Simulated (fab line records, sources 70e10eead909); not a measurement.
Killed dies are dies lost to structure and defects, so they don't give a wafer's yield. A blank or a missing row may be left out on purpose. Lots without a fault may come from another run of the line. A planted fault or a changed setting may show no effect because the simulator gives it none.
A struck lot beside a sound one | flow nand_harc | 14 steps out of a route of 1159
Sound: wafers L516.1, L516.3, L516.5. Struck: wafer L519.2. (L519.4, L519.5 of the same lot were not struck and are left out.) The cause comes at the end.
At each step with rows: each side's tool, then ch and its chambers, then its first start. Under that, the readings that differ: sound wafers | struck wafers | difference of the means | sigmas: that difference in standard deviations of wafers without a fault.
alike: readings whose means differ by less than 2 such deviations, and words and numbers that are the same on both sides. not compared: withheld readings, readings that some wafer has no value for, bounds like >300 that may hide the same value, and numbers for which the record gives no deviation and whose values overlap.
The two part at a step that has a row with sigmas, a row that says differs or no value, or rows on one side only. Numbers that don't overlap but have no deviation are shown without sigmas and don't part them. A reading that every wafer of one side lacks parts them only if that side has two wafers or more.

NHARC_A_SLIT_ETCH_26: etches the open film in C4F8/O2/Ar, time 90 s, target depth 400 nm.
  sound on har_etch-01 ch 0,1, day 16 10:48; struck on har_etch-01 ch 0, day 17 02:19
  alike: drypump_motor_current_A, showerhead_plenum_p_Torr, throttle_valve_pct
  not compared: rf_hours_counter_h
then, 1 step without rows for these wafers: NHARC_A_SLIT_STRIP_28 (strips in O2/COS).
NHARC_A_SLIT_ETCH_29: etches the open film in CF4/O2, target depth 100 nm, overetch 10 nm, time 55 s.
  sound on rie_diel-02 ch 2,3, day 16 11:25; struck on rie_diel-09 ch 0, day 17 02:59
  reading                     | sound       | struck | difference | sigmas
  drypump_motor_current_A (A) | 5.4 5.6 5.5 | 6.2    | +0.7       | +2
  alike: oes_product_au, rf_vpp_V, showerhead_plenum_p_Torr, throttle_valve_pct
  not compared: rf_hours_counter_h
NHARC_A_SLIT_STRIP_18: strips in O2.
  sound on rie_diel-02 ch 1,3; struck on rie_diel-09 ch 1
  reading                         | sound          | struck | difference | sigmas
  showerhead_plenum_p_Torr (Torr) | 3.46 3.29 3.46 | 3.74   | +0.34      | +2
  alike: drypump_motor_current_A, oes_product_au, rf_vpp_V, throttle_valve_pct
  not compared: rf_hours_counter_h
then, 2 steps without rows for these wafers: NHARC_A_SLIT_PRECLEAN_19 (cleans in SC1); NHARC_A_SLIT_SRD_20.
NHARC_A_SLIT_CD_MEAS_21:
  sound on cd_sem-03, day 16 11:56; struck on cd_sem-02, day 17 03:35
  alike: cd_nm
then, 3 steps without rows for these wafers: NHARC_A_SIN_REMOVE_WET_00 (chemistry H3PO4, time 15300 s); NHARC_A_SIN_REMOVE_PRECLEAN_01 (cleans in SC1); NHARC_A_SIN_REMOVE_SRD_02.
NHARC_A_SIN_REMOVE_INSPECT_04:
  sound on defect_inspect-01, day 16 19:05; struck on defect_inspect-01, day 17 09:25
  alike: raw_defect_count
NHARC_A_WL_FILL_ALD_00: deposits Al2O3, target thk 3 nm, pulse time 3 s, ald cycles 30.
  sound on ald_hk-04 ch 1,3, day 16 19:19; struck on ald_hk-04 ch 0, day 17 09:46
  reading    | sound    | struck | difference | sigmas
  ald_cycles | 30 30 30 | 41     | +11        |
  alike: heater_power_w, precursor_pulse_height_rel
NHARC_A_WL_FILL_RTA_01: time 5 s.
  sound on rtp_anneal-01 ch 0, day 16 19:36; struck on rtp_anneal-02 ch 0, day 17 10:04
  reading             | sound                | struck | difference | sigmas
  lamp_power_pct (%)  | 31.0 31.1 31.1       | 28.2   | -2.9       | -2
  lamp_zone_3_pct (%) | 31.1 31.0 31.1       | 28.2   | -2.9       | -2
  wafer_temp_C_max    | 1004.4 1005.0 1005.7 | 1001.8 | -3.2       | -3
NHARC_END_SORT_01:
  the record has rows for the sound wafers here (prober-02 ch 0, day 23 16:36) and none for the struck ones

WHERE THEY PART
First at NHARC_A_SLIT_ETCH_29; last, within this record, at NHARC_END_SORT_01.

WHY: what the simulator had put in
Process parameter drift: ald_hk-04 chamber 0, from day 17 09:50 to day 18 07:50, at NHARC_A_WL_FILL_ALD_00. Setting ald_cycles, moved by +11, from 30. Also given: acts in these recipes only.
